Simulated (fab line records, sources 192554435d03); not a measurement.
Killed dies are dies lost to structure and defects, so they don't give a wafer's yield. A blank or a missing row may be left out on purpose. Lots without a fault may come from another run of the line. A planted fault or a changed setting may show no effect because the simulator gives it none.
Which tool did it? | flow n5_finfet | 24 lots, 72 wafers sampled, at 4 steps of a route of 1938

WHAT THE GAUGES READ, wafer by wafer
N5_BEOL_M8_CD_MEAS_11: target cd 38.5 nm. Usual: cd_nm 38.3 nm, standard deviation 0.54.
lot  | measured     | on        | cd_nm (nm)     | flag
L074 | day 11 03:11 | cd_sem-02 | 38.6 37.6 37.9 |
L076 | day 11 03:28 | cd_sem-02 | 38.9 38.9 39.4 |
L075 | day 11 06:16 | cd_sem-03 | 38.0 38.9 39.0 |
L077 | day 11 13:36 | cd_sem-03 | 38.5 38.9 39.5 |
L078 | day 11 21:23 | cd_sem-02 | 39.0 38.2 38.4 |
L079 | day 12 06:30 | cd_sem-03 | 39.0 38.6 39.2 |
L081 | day 12 09:23 | cd_sem-03 | 38.6 38.3 38.4 |
L080 | day 12 09:34 | cd_sem-02 | 37.2 37.5 38.4 |
L082 | day 12 17:56 | cd_sem-02 | 39.0 38.7 38.4 |
L085 | day 13 00:16 | cd_sem-02 | 38.4 38.3 37.8 |
L083 | day 13 01:49 | cd_sem-01 | 38.3 37.9 38.3 |
L084 | day 13 14:46 | cd_sem-01 | 37.7 38.4 38.4 |
L087 | day 13 19:13 | cd_sem-02 | 38.3 38.7 38.4 |
L089 | day 13 22:11 | cd_sem-02 | 38.5 38.4 38.9 |
L086 | day 13 22:32 | cd_sem-01 | 37.9 37.9 37.7 |
L088 | day 14 13:24 | cd_sem-02 | 38.9 39.1 39.2 |
L090 | day 14 18:37 | cd_sem-03 | 38.0 38.1 38.2 |
L091 | day 15 08:16 | cd_sem-01 | 38.4 38.9 38.2 |
L092 | day 15 11:59 | cd_sem-02 | 37.1 36.9 36.7 |
L093 | day 15 18:55 | cd_sem-01 | 38.3 37.8 38.1 |
L094 | day 15 23:17 | cd_sem-02 | 38.1 38.5 38.2 |
L095 | day 15 23:26 | cd_sem-01 | 38.3 38.5 38.1 |
L096 | day 15 23:36 | cd_sem-01 | 38.4 38.2 37.4 |
L097 | day 16 17:59 | cd_sem-01 | 38.6 38.6 37.9 |

N5_BEOL_M8_CD_MEAS_18: pitch 80 nm, target cd 40 nm. Usual: cd_nm 39.8 nm, standard deviation 0.61.
lot  | measured     | on        | cd_nm (nm)     | flag
L074 | day 11 04:14 | cd_sem-02 | 39.8 39.2 39.5 |
L076 | day 11 04:46 | cd_sem-03 | 40.5 40.6 40.9 |
L075 | day 11 06:49 | cd_sem-02 | 39.7 39.9 40.8 |
L077 | day 11 14:37 | cd_sem-02 | 40.7 39.8 40.7 |
L078 | day 11 22:16 | cd_sem-03 | 40.4 40.4 40.1 |
L079 | day 12 09:22 | cd_sem-02 | 40.3 40.2 41.2 |
L081 | day 12 12:11 | cd_sem-03 | 39.7 40.1 39.9 |
L080 | day 12 12:14 | cd_sem-02 | 38.6 39.7 40.3 |
L082 | day 12 18:56 | cd_sem-01 | 39.4 40.2 40.4 |
L085 | day 13 00:50 | cd_sem-03 | 40.3 39.9 39.5 |
L083 | day 13 03:25 | cd_sem-03 | 39.3 39.1 39.8 |
L084 | day 13 15:24 | cd_sem-01 | 39.5 40.0 40.3 |
L087 | day 13 20:40 | cd_sem-01 | 39.8 40.2 40.6 |
L089 | day 13 22:58 | cd_sem-03 | 40.4 39.8 40.8 |
L086 | day 14 00:00 | cd_sem-02 | 39.8 39.3 39.5 |
L088 | day 14 13:57 | cd_sem-01 | 39.8 39.6 40.0 |
L090 | day 14 19:25 | cd_sem-02 | 39.6 39.3 39.6 |
L091 | day 15 08:49 | cd_sem-02 | 39.6 40.0 40.1 |
L092 | day 15 12:32 | cd_sem-02 | 38.5 38.2 38.6 |
L093 | day 15 19:31 | cd_sem-03 | 40.1 39.9 40.0 |
L094 | day 15 23:58 | cd_sem-02 | 39.1 39.7 39.5 |
L095 | day 16 00:05 | cd_sem-02 | 40.1 40.2 39.2 |
L096 | day 16 00:10 | cd_sem-03 | 40.2 39.6 39.3 |
L097 | day 16 18:38 | cd_sem-02 | 40.1 39.3 39.5 |

WHICH TOOL RAN EACH LOT (tool, then ch and the chambers of the sampled wafers, then the start)
lot  | N5_BEOL_M7_DEP_56               | N5_BEOL_M8_STRIP_19
L074 | pecvd-01 ch 1,2, day 10 23:04   | rie_diel-03 ch 0,1, day 11 04:10
L076 | pecvd-02 ch 0,2, day 11 00:19   | rie_diel-03 ch 0,3, day 11 04:41
L075 | pecvd-03 ch 0,2, day 11 03:56   | rie_diel-03 ch 0,1, day 11 06:44
L077 | pecvd-03 ch 0,1, day 11 09:28   | rie_diel-03 ch 1,3, day 11 14:32
L078 | pecvd-02 ch 0,1, day 11 18:40   | rie_diel-05 ch 0,1,2, day 11 22:12
L079 | pecvd-03 ch 1,2, day 12 04:22   | rie_diel-03 ch 0,2,3, day 12 09:17
L081 | pecvd-01 ch 0,1,2, day 12 07:10 | rie_diel-03 ch 0,2,3, day 12 12:07
L080 | pecvd-01 ch 0,2, day 12 07:22   | rie_diel-03 ch 0,1,2, day 12 12:10
L082 | pecvd-03 ch 0,1, day 12 15:26   | rie_diel-01 ch 0,2,3, day 12 18:52
L085 | pecvd-01 ch 0,1, day 12 21:05   | rie_diel-03 ch 1,2,3, day 13 00:46
L083 | pecvd-02 ch 0,1, day 12 23:29   | rie_diel-03 ch 1,2,3, day 13 03:21
L084 | pecvd-02 ch 1,2, day 13 10:56   | rie_diel-03 ch 1,2, day 13 15:19
L087 | pecvd-02 ch 1,2, day 13 16:28   | rie_diel-01 ch 0,1,3, day 13 20:35
L089 | pecvd-02 ch 0,1,2, day 13 18:55 | rie_diel-01 ch 0,2,3, day 13 22:54
L086 | pecvd-02 ch 0,1, day 13 19:05   | rie_diel-01 ch 1,2, day 13 23:56
L088 | pecvd-03 ch 0,1,2, day 14 11:27 | rie_diel-03 ch 1,3, day 14 13:53
L090 | pecvd-02 ch 0,2, day 14 15:38   | rie_diel-01 ch 2,3, day 14 19:19
L091 | pecvd-01 ch 0,1, day 15 06:40   | rie_diel-05 ch 0,1,2, day 15 08:44
L092 | pecvd-02 ch 1,2, day 15 09:04   | rie_diel-01 ch 1,3, day 15 12:27
L093 | pecvd-01 ch 0,2, day 15 14:59   | rie_diel-01 ch 1,2, day 15 19:26
L094 | pecvd-02 ch 0,1, day 15 15:25   | rie_diel-05 ch 1,2,3, day 15 23:53
L095 | pecvd-03 ch 0,1, day 15 16:37   | rie_diel-01 ch 1,2, day 16 00:01
L096 | pecvd-02 ch 0,2, day 15 17:09   | rie_diel-01 ch 1,2,3, day 16 00:05
L097 | pecvd-01 ch 1,2, day 16 13:14   | rie_diel-03 ch 0,1,2, day 16 18:34
- N5_BEOL_M7_DEP_56: deposits SiCN from 3MS/NH3, target thk 10 nm, time 17.5 s.
- N5_BEOL_M8_STRIP_19: strips in O2.

WHAT THE TOOLS THEMSELVES READ (means of the sampled wafers that have a number; where no wafer has one, the mark that the record gives instead)
N5_BEOL_M7_DEP_56. Usual: rf_fwd_power_W 199.4 W, standard deviation 0.77; showerhead_plenum_p_Torr 3.663 Torr, standard deviation 0.013; throttle_valve_pct 9.2 %, standard deviation 0.67.
lot  | tool     | rf_fwd_power_W (W) | showerhead_plenum_p_Torr (Torr) | throttle_valve_pct (%) | flag
L074 | pecvd-01 | 198.9              | 3.668                           | 8.3                    |
L076 | pecvd-02 | 200.2              | 3.664                           | 9.3                    |
L075 | pecvd-03 | 199.4              | 3.667                           | 9.7                    |
L077 | pecvd-03 | 200.8              | 3.666                           | 10.1                   |
L078 | pecvd-02 | 199.2              | 3.659                           | 9.8                    |
L079 | pecvd-03 | 199.7              | 3.668                           | 9.1                    |
L081 | pecvd-01 | 198.8              | 3.670                           | 8.6                    |
L080 | pecvd-01 | 199.1              | 3.673                           | 8.5                    |
L082 | pecvd-03 | 199.5              | 3.661                           | 10.0                   |
L085 | pecvd-01 | 199.0              | 3.674                           | 8.9                    |
L083 | pecvd-02 | 198.9              | 3.659                           | 9.8                    |
L084 | pecvd-02 | 199.1              | 3.645                           | 9.2                    |
L087 | pecvd-02 | 198.9              | 3.647                           | 9.1                    |
L089 | pecvd-02 | 199.4              | 3.657                           | 9.6                    |
L086 | pecvd-02 | 199.4              | 3.669                           | 9.7                    |
L088 | pecvd-03 | 200.2              | 3.668                           | 9.6                    |
L090 | pecvd-02 | 199.5              | 3.664                           | 9.4                    |
L091 | pecvd-01 | 198.6              | 3.670                           | 8.7                    |
L092 | pecvd-02 | 198.7              | 3.644                           | 9.5                    |
L093 | pecvd-01 | 198.5              | 3.672                           | 8.6                    |
L094 | pecvd-02 | 199.7              | 3.669                           | 9.6                    |
L095 | pecvd-03 | 199.9              | 3.671                           | 10.1                   |
L096 | pecvd-02 | 199.5              | 3.666                           | 9.4                    |
L097 | pecvd-01 | 198.5              | 3.661                           | 8.3                    |

N5_BEOL_M8_STRIP_19. Usual: drypump_motor_current_A 5.8 A, standard deviation 0.45; oes_product_au 0.82 a.u., standard deviation 0.072; rf_vpp_V 3.6 V, standard deviation 0.59; showerhead_plenum_p_Torr 2.13 Torr, standard deviation 0.093; temp_c 40.00 C, standard deviation 0.1; throttle_valve_pct 16.62 %, standard deviation 0.21.
lot  | tool        | drypump_motor_current_A (A) | oes_product_au (a.u.) | rf_vpp_V (V) | showerhead_plenum_p_Torr (Torr) | temp_c (C) | throttle_valve_pct (%) | flag
L074 | rie_diel-03 | 5.5                         | 0.87                  | 3.3          | 2.21                            | 40.09      | 16.50                  |
L076 | rie_diel-03 | 5.9                         | 0.83                  | 3.6          | 2.18                            | 40.02      | 16.39                  |
L075 | rie_diel-03 | 5.6                         | 0.88                  | 3.9          | 2.21                            | 40.00      | 16.37                  |
L077 | rie_diel-03 | 5.8                         | 0.79                  | 3.3          | 2.16                            | 40.01      | 16.66                  |
L078 | rie_diel-05 | 5.6                         | 0.80                  | 3.3          | 2.07                            | 39.99      | 16.76                  |
L079 | rie_diel-03 | 5.9                         | 0.85                  | 3.7          | 2.19                            | 39.98      | 16.53                  |
L081 | rie_diel-03 | 5.9                         | 0.85                  | 3.6          | 2.19                            | 40.07      | 16.53                  |
L080 | rie_diel-03 | 5.6                         | 0.90                  | 3.9          | 2.23                            | 39.91      | 16.52                  |
L082 | rie_diel-01 | 5.7                         | 0.84                  | 3.6          | 2.09                            | 40.11      | 16.60                  |
L085 | rie_diel-03 | 5.8                         | 0.81                  | 3.5          | 2.18                            | 40.01      | 16.66                  |
L083 | rie_diel-03 | 5.9                         | 0.82                  | 3.3          | 2.18                            | 40.10      | 16.68                  |
L084 | rie_diel-03 | 5.6                         | 0.86                  | 4.1          | 2.22                            | 39.98      | 16.68                  |
L087 | rie_diel-01 | 6.0                         | 0.82                  | 3.8          | 2.10                            | 39.93      | 16.71                  |
L089 | rie_diel-01 | 5.7                         | 0.83                  | 3.5          | 2.09                            | 40.00      | 16.61                  |
L086 | rie_diel-01 | 5.6                         | 0.83                  | 4.3          | 2.04                            | 39.92      | 16.55                  |
L088 | rie_diel-03 | 5.8                         | 0.76                  | 3.2          | 2.15                            | 39.98      | 16.72                  |
L090 | rie_diel-01 | 6.1                         | 0.82                  | 4.2          | 2.15                            | 40.05      | 16.76                  |
L091 | rie_diel-05 | 5.6                         | 0.78                  | 3.8          | 2.06                            | 39.96      | 16.80                  |
L092 | rie_diel-01 | 6.3                         | 0.80                  | 4.1          | 2.16                            | 39.90      | 16.87                  |
L093 | rie_diel-01 | 5.6                         | 0.81                  | 3.5          | 2.03                            | 40.15      | 16.59                  |
L094 | rie_diel-05 | 5.6                         | 0.80                  | 3.5          | 2.12                            | 39.92      | 16.66                  |
L095 | rie_diel-01 | 5.3                         | 0.82                  | 3.0          | 2.03                            | 40.03      | 16.49                  |
L096 | rie_diel-01 | 5.8                         | 0.81                  | 2.9          | 2.09                            | 39.97      | 16.69                  |
L097 | rie_diel-03 | 5.5                         | 0.83                  | 3.4          | 2.21                            | 39.95      | 16.59                  |

THE ANSWER, worked out from the rows above alone
Rule: a lot is off if the mean of its wafers that have a number lies more than 3 standard deviations from the usual mean. A lot without any number at a reading at which 4 lots or more have one is off too. The other lots that the step has rows for count as sound. The gauges are gone through in route order, then the tools' own readings, and for those a lot's mean is taken as printed above. The first step at which some lot is off is used, and at that step the reading that is off furthest; a lot without a number counts as furthest.
No lot is off at any reading shown: from this, nothing can be told.

WHAT THE SIMULATOR HAD PUT IN
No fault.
